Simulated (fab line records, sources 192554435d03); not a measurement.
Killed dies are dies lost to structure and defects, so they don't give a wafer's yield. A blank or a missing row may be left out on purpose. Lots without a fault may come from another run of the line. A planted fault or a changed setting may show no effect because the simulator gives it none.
Which tool did it? | flow n5_finfet | 22 lots, 66 wafers sampled, at 6 steps of a route of 1938

WHAT THE GAUGES READ, wafer by wafer
The record holds no reading of a measuring or inspecting step that can be judged against a usual standard deviation.

WHICH TOOL RAN EACH LOT (tool, then ch and the chambers of the sampled wafers, then the start)
lot  | N5_BEOL_M7_DESCUM_16               | N5_BEOL_M7_STRIP_80                           | N5_BEOL_M7_DEGAS_44          | N5_BEOL_M7_ALD_77                   | N5_BEOL_M8_DESCUM_33               | N5_BEOL_M8_STRIP_36
L075 | rie_diel-02 ch 1,2,3, day 9 12:40  | rie_diel-06 ch 0,1, day 9 14:32 or earlier    | pvd_sputter-03, day 9 14:32  | ald_metal-04 ch 0,2,3, day 9 14:38  | rie_diel-01 ch 1,2,3, day 9 21:40  | rie_diel-01 ch 1,2,3, day 9 21:54
L074 | rie_diel-06 ch 0,3, day 9 14:23    | rie_diel-06 ch 0,2,3, day 9 18:01 or earlier  | pvd_sputter-01, day 9 18:01  | ald_metal-03 ch 1,2, day 9 18:07    | rie_diel-05 ch 0,2, day 9 23:31    | rie_diel-05 ch 0,2, day 9 23:44
L076 | rie_diel-06 ch 2,3, day 9 17:34    | rie_diel-02 ch 0,2, day 9 20:21 or earlier    | pvd_sputter-02, day 9 20:21  | ald_metal-01 ch 1,2,3, day 9 20:29  | rie_diel-05 ch 0,2,3, day 10 03:03 | rie_diel-05 ch 0,2,3, day 10 03:17
L077 | rie_diel-02 ch 0,1,3, day 9 22:29  | rie_diel-04 ch 2,3, day 10 00:26 or earlier   | pvd_sputter-03, day 10 00:26 | ald_metal-04 ch 0,1,3, day 10 00:46 | rie_diel-05 ch 0,1,2, day 10 06:32 | rie_diel-05 ch 0,1,2, day 10 06:46
L078 | rie_diel-02 ch 2,3, day 10 00:05   | rie_diel-06 ch 0,1, day 10 03:56 or earlier   | pvd_sputter-01, day 10 03:56 | ald_metal-03 ch 0,3, day 10 04:03   | rie_diel-03 ch 2,3, day 10 09:42   | rie_diel-03 ch 2,3, day 10 09:56
L079 | rie_diel-06 ch 1,2,3, day 10 03:47 | rie_diel-02 ch 1,2, day 10 07:04 or earlier   | pvd_sputter-01, day 10 07:04 | ald_metal-03 ch 1,3, day 10 07:11   | rie_diel-03 ch 2,3, day 10 12:24   | rie_diel-03 ch 2,3, day 10 12:38
L080 | rie_diel-04 ch 1,3, day 10 16:20   | rie_diel-02 ch 0,1, day 10 18:32 or earlier   | pvd_sputter-02, day 10 18:32 | ald_metal-03 ch 1,2,3, day 10 18:44 | rie_diel-01 ch 0,2, day 11 03:00   | rie_diel-01 ch 0,2, day 11 03:14
L081 | rie_diel-02 ch 0,1,2, day 10 22:24 | rie_diel-02 ch 0,2, day 11 02:59 or earlier   | pvd_sputter-03, day 11 02:59 | ald_metal-03 ch 0,1, day 11 03:05   | rie_diel-05 ch 0,1,2, day 11 11:18 | rie_diel-05 ch 0,1,2, day 11 11:32
L082 | rie_diel-06 ch 0,1, day 11 12:15   | rie_diel-02 ch 1,2,3, day 11 15:20 or earlier | pvd_sputter-01, day 11 15:20 | ald_metal-01 ch 0,1,3, day 11 15:26 | rie_diel-03 ch 0,1,3, day 11 21:19 | rie_diel-03 ch 0,1,3, day 11 21:32
L083 | rie_diel-06 ch 0,2,3, day 11 16:22 | rie_diel-02 ch 1,2,3, day 11 19:14 or earlier | pvd_sputter-01, day 11 19:14 | ald_metal-03 ch 0,2,3, day 11 19:23 | rie_diel-05 ch 1,2,3, day 12 03:41 | rie_diel-05 ch 1,2,3, day 12 03:55
L084 | rie_diel-02 ch 1,2,3, day 11 22:32 | rie_diel-02 ch 1,2,3, day 12 04:43 or earlier | pvd_sputter-01, day 12 04:43 | ald_metal-04 ch 0,1,2, day 12 04:49 | rie_diel-03 ch 0,2,3, day 12 10:07 | rie_diel-03 ch 0,2,3, day 12 10:21
L085 | rie_diel-06 ch 0,1,2, day 12 04:42 | rie_diel-02 ch 0,2,3, day 12 08:17 or earlier | pvd_sputter-01, day 12 08:17 | ald_metal-03 ch 1,2,3, day 12 08:23 | rie_diel-05 ch 1,2,3, day 12 12:36 | rie_diel-05 ch 1,2,3, day 12 12:50
L087 | rie_diel-06 ch 1,2, day 12 13:28   | rie_diel-02 ch 0,1,2, day 12 18:27 or earlier | pvd_sputter-02, day 12 18:27 | ald_metal-04 ch 0,1, day 12 18:34   | rie_diel-03 ch 1,2,3, day 13 00:11 | rie_diel-03 ch 1,2,3, day 13 00:25
L088 | rie_diel-02 ch 1,2, day 12 14:01   | rie_diel-02 ch 0,1,3, day 12 18:39 or earlier | pvd_sputter-02, day 12 18:39 | ald_metal-01 ch 0,2,3, day 12 18:53 | rie_diel-01 ch 0,1,3, day 13 00:09 | rie_diel-01 ch 0,1,3, day 13 00:23
L089 | rie_diel-06 ch 0,2,3, day 12 17:27 | rie_diel-02 ch 0,1,2, day 12 21:22 or earlier | pvd_sputter-03, day 12 21:22 | ald_metal-01 ch 0,3, day 12 21:28   | rie_diel-05 ch 0,2,3, day 13 02:49 | rie_diel-05 ch 0,2,3, day 13 03:02
L090 | rie_diel-06 ch 0,3, day 13 03:02   | rie_diel-02 ch 0,2, day 13 05:28 or earlier   | pvd_sputter-03, day 13 05:28 | ald_metal-03 ch 0,1,2, day 13 05:34 | rie_diel-03 ch 0,1,3, day 13 11:57 | rie_diel-03 ch 0,1,3, day 13 12:11
L092 | rie_diel-04 ch 0,1, day 13 16:21   | rie_diel-06 ch 0,3, day 13 19:28 or earlier   | pvd_sputter-02, day 13 19:28 | ald_metal-04 ch 0,1, day 13 19:34   | rie_diel-05 ch 0,2,3, day 14 00:08 | rie_diel-05 ch 0,2,3, day 14 00:22
L091 | rie_diel-04 ch 0,1,3, day 13 19:18 | rie_diel-06 ch 0,2,3, day 13 22:29 or earlier | pvd_sputter-01, day 13 22:29 | ald_metal-04 ch 0,1,2, day 13 22:35 | rie_diel-05 ch 0,2,3, day 14 03:29 | rie_diel-05 ch 0,2,3, day 14 03:43
L093 | rie_diel-04 ch 0,1,3, day 13 19:47 | rie_diel-06 ch 0,1, day 13 23:32 or earlier   | pvd_sputter-01, day 13 23:32 | ald_metal-03 ch 1,3, day 13 23:38   | rie_diel-01 ch 0,2, day 14 03:55   | rie_diel-01 ch 0,2, day 14 04:08
L095 | rie_diel-06 ch 1,3, day 14 04:53   | rie_diel-02 ch 0,2,3, day 14 07:27 or earlier | pvd_sputter-03, day 14 07:27 | ald_metal-01 ch 0,1,3, day 14 07:34 | rie_diel-03 ch 0,1,3, day 14 13:35 | rie_diel-03 ch 0,1,3, day 14 13:50
L094 | rie_diel-06 ch 0,1,3, day 14 06:06 | rie_diel-02 ch 0,2,3, day 14 08:38 or earlier | pvd_sputter-02, day 14 08:38 | ald_metal-01 ch 0,2,3, day 14 08:44 | rie_diel-05 ch 0,1,2, day 14 16:22 | rie_diel-05 ch 0,1,2, day 14 16:35
L096 | rie_diel-06 ch 0,3, day 14 14:27   | rie_diel-02 ch 1,2, day 14 16:40 or earlier   | pvd_sputter-03, day 14 16:40 | ald_metal-04 ch 2,3, day 14 16:47   | rie_diel-01 ch 0,3, day 14 23:28   | rie_diel-01 ch 0,3, day 14 23:42
- N5_BEOL_M7_DESCUM_16: chemistry O2, time 7.9 s.
- N5_BEOL_M7_STRIP_80: strips in N2/H2, time 10 s.
- N5_BEOL_M7_DEGAS_44: time 60 s.
- N5_BEOL_M7_ALD_77: deposits TaN, target thk 2 nm, pulse time 2 s, purge time 3 s.
- N5_BEOL_M8_DESCUM_33: chemistry O2, time 7 s.
- N5_BEOL_M8_STRIP_36: strips in N2/H2.

WHAT THE TOOLS THEMSELVES READ (means of the sampled wafers that have a number; where no wafer has one, the mark that the record gives instead)
N5_BEOL_M7_DESCUM_16. Usual: drypump_motor_current_A 5.86 A, standard deviation 0.26; oes_product_au 0.79 a.u., standard deviation 0.095; rf_vpp_V 243.5 V, standard deviation 1.3; showerhead_plenum_p_Torr 2.11 Torr, standard deviation 0.064; throttle_valve_pct 20.54 %, standard deviation 0.22.
lot  | tool        | drypump_motor_current_A (A) | oes_product_au (a.u.) | rf_vpp_V (V) | showerhead_plenum_p_Torr (Torr) | throttle_valve_pct (%) | flag
L075 | rie_diel-02 | 5.60                        | 0.71                  | 243.0        | 2.08                            | 20.57                  |
L074 | rie_diel-06 | 5.94                        | 0.72                  | 244.2        | 2.11                            | 20.75                  |
L076 | rie_diel-06 | 6.02                        | 0.78                  | 243.1        | 2.07                            | 20.56                  |
L077 | rie_diel-02 | 5.87                        | 0.71                  | 242.9        | 2.10                            | 20.71                  |
L078 | rie_diel-02 | 5.40                        | 0.74                  | 243.3        | 2.06                            | 20.43                  |
L079 | rie_diel-06 | 5.95                        | 0.74                  | 243.7        | 2.12                            | 20.55                  |
L080 | rie_diel-04 | 5.73                        | 0.79                  | 244.0        | 2.12                            | 20.67                  |
L081 | rie_diel-02 | 5.76                        | 0.73                  | 242.0        | 2.06                            | 20.62                  |
L082 | rie_diel-06 | 5.87                        | 0.98                  | 244.0        | 2.14                            | 20.35                  |
L083 | rie_diel-06 | 5.94                        | 0.82                  | 243.2        | 2.10                            | 20.54                  |
L084 | rie_diel-02 | 5.61                        | 0.81                  | 243.6        | 2.07                            | 20.46                  |
L085 | rie_diel-06 | 5.85                        | 0.88                  | 245.1        | 2.15                            | 20.39                  |
L087 | rie_diel-06 | 5.89                        | 0.86                  | 243.9        | 2.15                            | 20.29                  |
L088 | rie_diel-02 | 5.70                        | 0.71                  | 242.5        | 2.04                            | 20.65                  |
L089 | rie_diel-06 | 5.91                        | 0.80                  | 242.6        | 2.10                            | 20.55                  |
L090 | rie_diel-06 | 6.06                        | 0.82                  | 242.5        | 2.06                            | 20.58                  |
L092 | rie_diel-04 | 6.13                        | 0.85                  | 244.3        | 2.21                            | 20.67                  |
L091 | rie_diel-04 | 5.84                        | 0.78                  | 243.9        | 2.15                            | 20.72                  |
L093 | rie_diel-04 | 5.85                        | 0.78                  | 244.4        | 2.15                            | 20.72                  |
L095 | rie_diel-06 | 6.01                        | 0.85                  | 242.8        | 2.11                            | 20.34                  |
L094 | rie_diel-06 | 6.00                        | 0.85                  | 243.3        | 2.10                            | 20.43                  |
L096 | rie_diel-06 | 5.94                        | 0.85                  | 243.7        | 2.10                            | 20.56                  |

N5_BEOL_M7_STRIP_80. Usual: drypump_motor_current_A 5.80 A, standard deviation 0.28; oes_product_au 0.77 a.u., standard deviation 0.091; rf_vpp_V 59.3 V, standard deviation 0.86; showerhead_plenum_p_Torr 2.52 Torr, standard deviation 0.069; throttle_valve_pct 23.71 %, standard deviation 0.24.
lot  | tool        | drypump_motor_current_A (A) | oes_product_au (a.u.) | rf_vpp_V (V) | showerhead_plenum_p_Torr (Torr) | throttle_valve_pct (%) | flag
L075 | rie_diel-06 | 5.93                        | 0.69                  | 59.3         | 2.60                            | 23.58                  |
L074 | rie_diel-06 | 5.93                        | 0.73                  | 59.6         | 2.56                            | 23.78                  |
L076 | rie_diel-02 | 5.84                        | 0.76                  | 59.0         | 2.50                            | 23.80                  |
L077 | rie_diel-04 | 5.58                        | 0.77                  | 58.7         | 2.50                            | 23.72                  |
L078 | rie_diel-06 | 5.88                        | 0.69                  | 59.7         | 2.60                            | 23.66                  |
L079 | rie_diel-02 | 5.50                        | 0.75                  | 59.3         | 2.46                            | 23.65                  |
L080 | rie_diel-02 | 6.02                        | 0.73                  | 58.6         | 2.52                            | 23.91                  |
L081 | rie_diel-02 | 5.83                        | 0.75                  | 58.4         | 2.50                            | 23.82                  |
L082 | rie_diel-02 | 5.59                        | 0.82                  | 59.0         | 2.51                            | 23.64                  |
L083 | rie_diel-02 | 5.62                        | 0.81                  | 59.3         | 2.51                            | 23.64                  |
L084 | rie_diel-02 | 5.62                        | 0.81                  | 59.3         | 2.51                            | 23.66                  |
L085 | rie_diel-02 | 5.68                        | 0.82                  | 59.0         | 2.52                            | 23.67                  |
L087 | rie_diel-02 | 5.77                        | 0.72                  | 59.0         | 2.48                            | 23.81                  |
L088 | rie_diel-02 | 5.87                        | 0.80                  | 59.0         | 2.53                            | 23.78                  |
L089 | rie_diel-02 | 5.75                        | 0.71                  | 58.3         | 2.48                            | 23.82                  |
L090 | rie_diel-02 | 5.83                        | 0.73                  | 58.9         | 2.49                            | 23.84                  |
L092 | rie_diel-06 | 6.04                        | 0.81                  | 59.4         | 2.49                            | 23.71                  |
L091 | rie_diel-06 | 5.92                        | 0.79                  | 59.7         | 2.55                            | 23.71                  |
L093 | rie_diel-06 | 5.92                        | 0.91                  | 59.1         | 2.59                            | 23.25                  |
L095 | rie_diel-02 | 5.66                        | 0.79                  | 58.9         | 2.51                            | 23.69                  |
L094 | rie_diel-02 | 5.67                        | 0.79                  | 59.8         | 2.51                            | 23.69                  |
L096 | rie_diel-02 | 5.71                        | 0.88                  | 60.0         | 2.46                            | 23.56                  |

N5_BEOL_M7_DEGAS_44. Usual: heater_power_w 340 W, standard deviation 39.
lot  | tool           | heater_power_w (W) | flag
L075 | pvd_sputter-03 | 372                |
L074 | pvd_sputter-01 | 313                |
L076 | pvd_sputter-02 | 344                |
L077 | pvd_sputter-03 | 342                |
L078 | pvd_sputter-01 | 311                |
L079 | pvd_sputter-01 | 314                |
L080 | pvd_sputter-02 | 355                |
L081 | pvd_sputter-03 | 357                |
L082 | pvd_sputter-01 | 310                |
L083 | pvd_sputter-01 | 315                |
L084 | pvd_sputter-01 | 332                |
L085 | pvd_sputter-01 | 328                |
L087 | pvd_sputter-02 | 369                |
L088 | pvd_sputter-02 | 381                |
L089 | pvd_sputter-03 | 359                |
L090 | pvd_sputter-03 | 361                |
L092 | pvd_sputter-02 | 341                |
L091 | pvd_sputter-01 | 316                |
L093 | pvd_sputter-01 | 314                |
L095 | pvd_sputter-03 | 341                |
L094 | pvd_sputter-02 | 368                |
L096 | pvd_sputter-03 | 358                |

N5_BEOL_M7_ALD_77. Usual: chamber_pressure_Torr 3.000 Torr, standard deviation 0.006; heater_power_w 423 W, standard deviation 42; precursor_vessel_carrier_sccm 999.8 sccm, standard deviation 2.9.
lot  | tool         | chamber_pressure_Torr (Torr) | heater_power_w (W) | precursor_vessel_carrier_sccm (sccm) | flag
L075 | ald_metal-04 | 2.999                        | 416                | 1002.3                               |
L074 | ald_metal-03 | 2.992                        | 423                | 1001.4                               |
L076 | ald_metal-01 | 2.995                        | 410                | 999.8                                |
L077 | ald_metal-04 | 3.002                        | 415                | 998.3                                |
L078 | ald_metal-03 | 3.004                        | 422                | 999.9                                |
L079 | ald_metal-03 | 2.999                        | 430                | 1000.5                               |
L080 | ald_metal-03 | 2.996                        | 408                | 1000.0                               |
L081 | ald_metal-03 | 3.001                        | 440                | 1001.6                               |
L082 | ald_metal-01 | 3.005                        | 454                | 1002.3                               |
L083 | ald_metal-03 | 2.997                        | 405                | 999.9                                |
L084 | ald_metal-04 | 3.001                        | 439                | 996.9                                |
L085 | ald_metal-03 | 3.006                        | 408                | 999.8                                |
L087 | ald_metal-04 | 3.000                        | 389                | 999.9                                |
L088 | ald_metal-01 | 2.999                        | 426                | 1000.7                               |
L089 | ald_metal-01 | 2.998                        | 456                | 999.4                                |
L090 | ald_metal-03 | 3.002                        | 416                | 999.6                                |
L092 | ald_metal-04 | 2.995                        | 386                | 999.5                                |
L091 | ald_metal-04 | 2.992                        | 431                | 999.3                                |
L093 | ald_metal-03 | 2.999                        | 420                | 1001.9                               |
L095 | ald_metal-01 | 2.999                        | 454                | 1000.0                               |
L094 | ald_metal-01 | 3.000                        | 428                | 999.3                                |
L096 | ald_metal-04 | 3.003                        | 469                | 998.2                                |

N5_BEOL_M8_DESCUM_33. Usual: drypump_motor_current_A 5.8 A, standard deviation 0.48; oes_product_au 0.77 a.u., standard deviation 0.089; rf_vpp_V 243.2 V, standard deviation 1.3; showerhead_plenum_p_Torr 2.09 Torr, standard deviation 0.069; throttle_valve_pct 20.36 %, standard deviation 0.23.
lot  | tool        | drypump_motor_current_A (A) | oes_product_au (a.u.) | rf_vpp_V (V) | showerhead_plenum_p_Torr (Torr) | throttle_valve_pct (%) | flag
L075 | rie_diel-01 | 5.5                         | 0.78                  | 242.7        | 2.14                            | 20.20                  |
L074 | rie_diel-05 | 5.9                         | 0.70                  | 243.4        | 2.10                            | 20.57                  |
L076 | rie_diel-05 | 5.6                         | 0.71                  | 243.0        | 2.10                            | 20.56                  |
L077 | rie_diel-05 | 5.9                         | 0.79                  | 243.1        | 2.09                            | 20.43                  |
L078 | rie_diel-03 | 6.4                         | 0.75                  | 242.3        | 2.06                            | 20.46                  |
L079 | rie_diel-03 | 6.5                         | 0.72                  | 242.7        | 2.10                            | 20.59                  |
L080 | rie_diel-01 | 5.4                         | 0.84                  | 244.8        | 2.19                            | 20.10                  |
L081 | rie_diel-05 | 5.9                         | 0.77                  | 244.1        | 2.09                            | 20.45                  |
L082 | rie_diel-03 | 6.1                         | 0.79                  | 242.1        | 2.08                            | 20.28                  |
L083 | rie_diel-05 | 5.9                         | 0.77                  | 243.1        | 2.06                            | 20.45                  |
L084 | rie_diel-03 | 6.4                         | 0.76                  | 242.7        | 2.06                            | 20.49                  |
L085 | rie_diel-05 | 5.9                         | 0.77                  | 242.4        | 2.06                            | 20.46                  |
L087 | rie_diel-03 | 6.2                         | 0.73                  | 244.2        | 2.11                            | 20.41                  |
L088 | rie_diel-01 | 5.6                         | 0.78                  | 242.9        | 2.10                            | 20.10                  |
L089 | rie_diel-05 | 5.6                         | 0.78                  | 242.8        | 2.09                            | 20.47                  |
L090 | rie_diel-03 | 6.1                         | 0.78                  | 242.4        | 2.08                            | 20.29                  |
L092 | rie_diel-05 | 5.6                         | 0.76                  | 242.8        | 2.09                            | 20.47                  |
L091 | rie_diel-05 | 5.6                         | 0.76                  | 243.2        | 2.09                            | 20.48                  |
L093 | rie_diel-01 | 5.4                         | 0.80                  | 243.9        | 2.18                            | 20.13                  |
L095 | rie_diel-03 | 6.1                         | 0.77                  | 243.6        | 2.07                            | 20.30                  |
L094 | rie_diel-05 | 5.9                         | 0.83                  | 242.7        | 2.08                            | 20.35                  |
L096 | rie_diel-01 | 5.4                         | 0.83                  | 244.3        | 2.14                            | 19.97                  |

N5_BEOL_M8_STRIP_36. Usual: drypump_motor_current_A 5.9 A, standard deviation 0.48; oes_product_au 0.77 a.u., standard deviation 0.088; rf_vpp_V 59.3 V, standard deviation 1.6; showerhead_plenum_p_Torr 2.54 Torr, standard deviation 0.083; throttle_valve_pct 23.6 %, standard deviation 0.32.
lot  | tool        | drypump_motor_current_A (A) | oes_product_au (a.u.) | rf_vpp_V (V) | showerhead_plenum_p_Torr (Torr) | throttle_valve_pct (%) | flag
L075 | rie_diel-01 | 5.5                         | 0.77                  | 57.7         | 2.59                            | 23.5                   |
L074 | rie_diel-05 | 5.9                         | 0.69                  | 60.1         | 2.55                            | 23.8                   |
L076 | rie_diel-05 | 5.6                         | 0.70                  | 60.2         | 2.55                            | 23.8                   |
L077 | rie_diel-05 | 5.9                         | 0.79                  | 59.9         | 2.54                            | 23.7                   |
L078 | rie_diel-03 | 6.4                         | 0.74                  | 58.1         | 2.49                            | 23.6                   |
L079 | rie_diel-03 | 6.5                         | 0.72                  | 58.0         | 2.55                            | 23.9                   |
L080 | rie_diel-01 | 5.4                         | 0.84                  | 59.5         | 2.65                            | 23.3                   |
L081 | rie_diel-05 | 5.9                         | 0.78                  | 58.9         | 2.54                            | 23.8                   |
L082 | rie_diel-03 | 6.1                         | 0.79                  | 60.4         | 2.51                            | 23.3                   |
L083 | rie_diel-05 | 5.9                         | 0.77                  | 59.4         | 2.51                            | 23.8                   |
L084 | rie_diel-03 | 6.4                         | 0.77                  | 59.1         | 2.50                            | 23.6                   |
L085 | rie_diel-05 | 5.9                         | 0.76                  | 58.9         | 2.51                            | 23.8                   |
L087 | rie_diel-03 | 6.2                         | 0.74                  | 58.5         | 2.55                            | 23.5                   |
L088 | rie_diel-01 | 5.6                         | 0.79                  | 58.4         | 2.55                            | 23.3                   |
L089 | rie_diel-05 | 5.6                         | 0.79                  | 60.4         | 2.54                            | 23.7                   |
L090 | rie_diel-03 | 6.1                         | 0.77                  | 60.3         | 2.51                            | 23.3                   |
L092 | rie_diel-05 | 5.6                         | 0.77                  | 58.8         | 2.54                            | 23.7                   |
L091 | rie_diel-05 | 5.6                         | 0.77                  | 58.6         | 2.54                            | 23.7                   |
L093 | rie_diel-01 | 5.4                         | 0.81                  | 61.0         | 2.63                            | 23.4                   |
L095 | rie_diel-03 | 6.1                         | 0.76                  | 60.0         | 2.50                            | 23.3                   |
L094 | rie_diel-05 | 5.9                         | 0.82                  | 59.3         | 2.52                            | 23.6                   |
L096 | rie_diel-01 | 5.4                         | 0.82                  | 59.7         | 2.61                            | 23.2                   |

THE ANSWER, worked out from the rows above alone
Rule: a lot is off if the mean of its wafers that have a number lies more than 3 standard deviations from the usual mean. A lot without any number at a reading at which 4 lots or more have one is off too. The other lots that the step has rows for count as sound. The gauges are gone through in route order, then the tools' own readings, and for those a lot's mean is taken as printed above. The first step at which some lot is off is used, and at that step the reading that is off furthest; a lot without a number counts as furthest.
No lot is off at any reading shown: from this, nothing can be told.

WHAT THE SIMULATOR HAD PUT IN
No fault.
